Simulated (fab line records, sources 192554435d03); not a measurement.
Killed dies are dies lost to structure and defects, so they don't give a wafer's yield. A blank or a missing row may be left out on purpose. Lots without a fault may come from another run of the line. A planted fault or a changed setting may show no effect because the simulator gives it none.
Chamber matching | flow n5_finfet | N5_BEOL_M5_STRIP_36 on rie_diel-02: 4 sister chambers
The step strips in N2/H2. 20 wafers are shown with their chamber, then 10 later ones without.

WAFERS WITH THEIR CHAMBER
wafer  | chamber | throttle_valve_pct (%) | showerhead_plenum_p_Torr (Torr) | drypump_motor_current_A (A)
L074.1 | 0       | 23.9                   | 2.54                            | 5.7
L074.4 | 0       | 23.9                   | 2.54                            | 5.7
L074.5 | 1       | 23.1                   | 2.34                            | 5.7
L077.1 | 0       | 24.0                   | 2.54                            | 5.7
L077.2 | 1       | 23.1                   | 2.34                            | 5.7
L077.5 | 0       | 23.9                   | 2.54                            | 5.7
L078.2 | 0       | 23.9                   | 2.54                            | 5.7
L078.4 | 2       | 23.0                   | 2.48                            | 5.2
L078.6 | 3       | 23.3                   | 2.60                            | 6.3
L079.3 | 1       | 23.1                   | 2.34                            | 5.7
L079.4 | 2       | 23.0                   | 2.48                            | 5.1
L079.6 | 3       | 23.3                   | 2.60                            | 6.3
L080.3 | 3       | 23.3                   | 2.60                            | 6.3
L080.5 | 3       | 23.3                   | 2.60                            | 6.2
L080.6 | 0       | 23.9                   | 2.54                            | 5.6
L081.2 | 3       | 23.3                   | 2.60                            | 6.3
L081.3 | 1       | 23.1                   | 2.33                            | 5.7
L081.4 | 2       | 23.0                   | 2.48                            | 5.2
L091.2 | 3       | 23.3                   | 2.59                            | 6.3
L091.5 | 2       | 23.0                   | 2.47                            | 5.2

SIGNATURES (means of the wafers above)
reading                  | chamber 0 | chamber 1 | chamber 2 | chamber 3 | scatter within a chamber
throttle_valve_pct       | 23.917    | 23.100    | 23.000    | 23.300    | 0.0228
showerhead_plenum_p_Torr | 2.5400    | 2.3375    | 2.4775    | 2.5983    | 0.00382
drypump_motor_current_A  | 5.683     | 5.700     | 5.175     | 6.283     | 0.0389
Rule: a wafer's distance from a chamber is the root of the sum, over the readings, of the square of ((its reading less the chamber's mean) divided by the reading's scatter). The wafer belongs to the nearest chamber; if the next one is less than 2 further off, it can't be placed. The scatter: the root of (the sum of the squares of (reading less its chamber's mean) over the shown wafers, divided by (wafers less chambers)).

WAFERS WITHOUT THEIR CHAMBER
wafer  | throttle_valve_pct (%) | showerhead_plenum_p_Torr (Torr) | drypump_motor_current_A (A)
L091.6 | 23.1                   | 2.33                            | 5.7
L094.1 | 23.3                   | 2.59                            | 6.3
L094.5 | 23.0                   | 2.47                            | 5.2
L094.6 | 23.4                   | 2.59                            | 6.3
L095.3 | 23.0                   | 2.47                            | 5.2
L095.4 | 23.3                   | 2.59                            | 6.3
L095.6 | 23.1                   | 2.33                            | 5.7
L096.1 | 24.0                   | 2.52                            | 5.7
L096.4 | 23.3                   | 2.59                            | 6.3
L096.5 | 23.0                   | 2.47                            | 5.2

WHICH CHAMBER EACH WENT THROUGH
wafer  | from the rows above | in truth
L091.6 | 1                   | 1
L094.1 | 3                   | 3
L094.5 | 2                   | 2
L094.6 | 3                   | 3
L095.3 | 2                   | 2
L095.4 | 3                   | 3
L095.6 | 1                   | 1
L096.1 | 0                   | 0
L096.4 | 3                   | 3
L096.5 | 2                   | 2
Placed correctly: 10 of 10. Can't be placed from these rows: 0. Placed wrongly: 0.
